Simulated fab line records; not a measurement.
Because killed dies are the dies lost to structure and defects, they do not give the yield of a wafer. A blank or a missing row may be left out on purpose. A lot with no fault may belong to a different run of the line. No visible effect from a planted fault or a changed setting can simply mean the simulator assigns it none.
Which tool is to blame?	flow n5-finfet	24 lots with 72 wafers sampled at 3 steps, on a route of 1938 steps

## WHAT THE GAUGES READ, wafer by wafer
N5_BEOL_M1_CD_MEAS_11: target cd 17.05 nm.
lot	measured	on	cd-nm (nm)
L074	day 6 02:10	cd-sem-03	17.18 16.75 16.73
L075	day 6 04:25	cd-sem-01	16.93 17.14 16.81
L076	day 6 17:19	cd-sem-02	17.07 16.97 16.66
L077	day 6 17:37	cd-sem-03	17.34 16.99 17.13
L078	day 6 22:29	cd-sem-03	16.69 16.57 16.94
L079	day 7 07:40	cd-sem-02	16.95 16.89 17.20
L080	day 7 18:37	cd-sem-03	16.91 17.21 16.83
L081	day 7 23:09	cd-sem-02	17.22 17.23 17.27
L082	day 8 02:40	cd-sem-03	16.74 17.16 16.96
L083	day 8 05:30	cd-sem-01	16.54 16.81 16.69
L084	day 8 12:02	cd-sem-03	17.51 17.19 17.42
L085	day 8 17:01	cd-sem-02	17.30 16.69 16.92
L086	day 9 04:14	cd-sem-03	17.00 16.86 16.87
L087	day 9 12:56	cd-sem-01	16.52 16.96 16.95
L088	day 9 16:58	cd-sem-03	17.42 17.02 16.94
L089	day 10 01:37	cd-sem-03	17.23 16.99 16.75
L090	day 10 02:43	cd-sem-02	17.03 17.34 17.27
L091	day 10 12:21	cd-sem-03	16.57 16.45 16.78
L093	day 10 21:09	cd-sem-01	16.96 17.01 17.11
L092	day 11 03:19	cd-sem-01	17.09 17.39 17.37
L094	day 11 06:56	cd-sem-03	17.30 17.20 17.21
L095	day 11 09:37	cd-sem-01	17.17 17.62 17.15
L096	day 11 19:07	cd-sem-03	16.78 16.75 16.72
L097	day 11 19:31	cd-sem-02	16.86 16.80 16.87

N5_BEOL_M1_OVL_MEAS_29.
lot	measured	on	V0_OVL (nm)
L074	day 6 03:07	overlay-02	-0.2 -0.4 -0.2
L075	day 6 05:36	overlay-01	0.2 -0.5 0.6
L076	day 6 18:28	overlay-02	-1.2 0.1 -1.6
L077	day 6 18:46	overlay-02	-1.2 -0.3 -0.7
L078	day 6 23:31	overlay-01	-0.8 -0.9 -0.2
L079	day 7 08:40	overlay-01	-0.1 -0.7 -0.7
L080	day 7 19:45	overlay-02	-2.3 -1.2 -1.4
L081	day 8 00:17	overlay-02	-1.1 -1.5 -1.0
L082	day 8 03:34	overlay-01	0.2 -0.4 -0.1
L083	day 8 07:07	overlay-02	-2.0 -1.8 -1.1
L084	day 8 13:05	overlay-02	-0.5 -0.1 -0.1
L085	day 8 18:02	overlay-01	-0.4 -1.1 -0.9
L086	day 9 05:16	overlay-01	0.5 -0.6 -2.0
L087	day 9 13:59	overlay-01	-0.1 -0.1 0.0
L088	day 9 17:52	overlay-01	0.1 -0.8 -1.0
L089	day 10 02:39	overlay-01	-0.1 0.2 0.3
L090	day 10 03:50	overlay-01	-0.8 0.3 -1.0
L091	day 10 13:24	overlay-01	-0.8 -1.0 -0.5
L093	day 10 22:04	overlay-01	-0.8 -0.3 -1.4
L092	day 11 04:13	overlay-02	0.4 -0.3 0.3
L094	day 11 08:21	overlay-01	-0.8 -1.9 -0.2
L095	day 11 10:44	overlay-02	-0.1 -0.5 -0.3
L096	day 11 20:28	overlay-02	0.2 -0.3 0.4
L097	day 11 20:38	overlay-01	0.9 0.8 0.4

N5_BEOL_M1_INSPECT_30: inspects for defects (brightfield).
lot	measured	on	raw-defect-count
L074	day 6 03:11	defect-inspect-01	420 434 367
L075	day 6 05:40	defect-inspect-02	377 494 393
L076	day 6 18:31	defect-inspect-02	431 345 299
L077	day 6 18:49	defect-inspect-01	441 343 326
L078	day 6 23:34	defect-inspect-01	395 442 249
L079	day 7 08:43	defect-inspect-01	628 476 481
L080	day 7 19:49	defect-inspect-01	610 410 475
L081	day 8 00:20	defect-inspect-02	512 645 555
L082	day 8 03:37	defect-inspect-01	410 575 435
L083	day 8 07:10	defect-inspect-02	366 261 415
L084	day 8 13:07	defect-inspect-01	351 464 412
L085	day 8 18:05	defect-inspect-01	365 342 660
L086	day 9 05:19	defect-inspect-01	380 530 443
L087	day 9 14:02	defect-inspect-01	342 402 374
L088	day 9 17:56	defect-inspect-01	438 353 351
L089	day 10 02:42	defect-inspect-02	380 425 448
L090	day 10 03:53	defect-inspect-02	378 390 330
L091	day 10 13:26	defect-inspect-02	253 333 393
L093	day 10 22:07	defect-inspect-02	507 486 508
L092	day 11 04:17	defect-inspect-02	346 351 248
L094	day 11 08:25	defect-inspect-02	421 558 429
L095	day 11 10:49	defect-inspect-01	399 463 385
L096	day 11 20:32	defect-inspect-01	413 461 335
L097	day 11 20:42	defect-inspect-01	315 473 462

## TOOL THAT RAN EACH LOT (tool first, then ch and the chambers of the sampled wafers, then the start)
Record: no process step prior to these readings.

## WHAT THE TOOLS THEMSELVES READ (means of the sampled wafers that have a number; where no wafer has one, the mark that the record gives instead)
The record holds no such reading with a usual standard deviation.

## THE ANSWER, worked out from the rows above alone
Rule: what is usual is taken from the lots themselves. Put in order of their means at a reading, lots are off if they are a third of the lots or fewer, leave a main group of 4 or more, and stand apart from it by a gap of 3 or more times the standard deviation of the main group's means; of several such gaps the widest counts. The tables above print the reading to a certain number of digits; a main group whose means all agree to those digits is not used. A lot without any number at a reading at which 4 lots or more have one is off too. The other lots that the step has rows for count as sound. After the gauges, taken in route order, come the tools' own readings; for these a lot's mean is taken, as printed above. At the first step where some lot is off, the reading lying furthest off is the one used; lots without a number count as furthest.
None of the lots is off at any reading shown; this tells nothing.

## WHAT THE SIMULATOR HAD INSERTED
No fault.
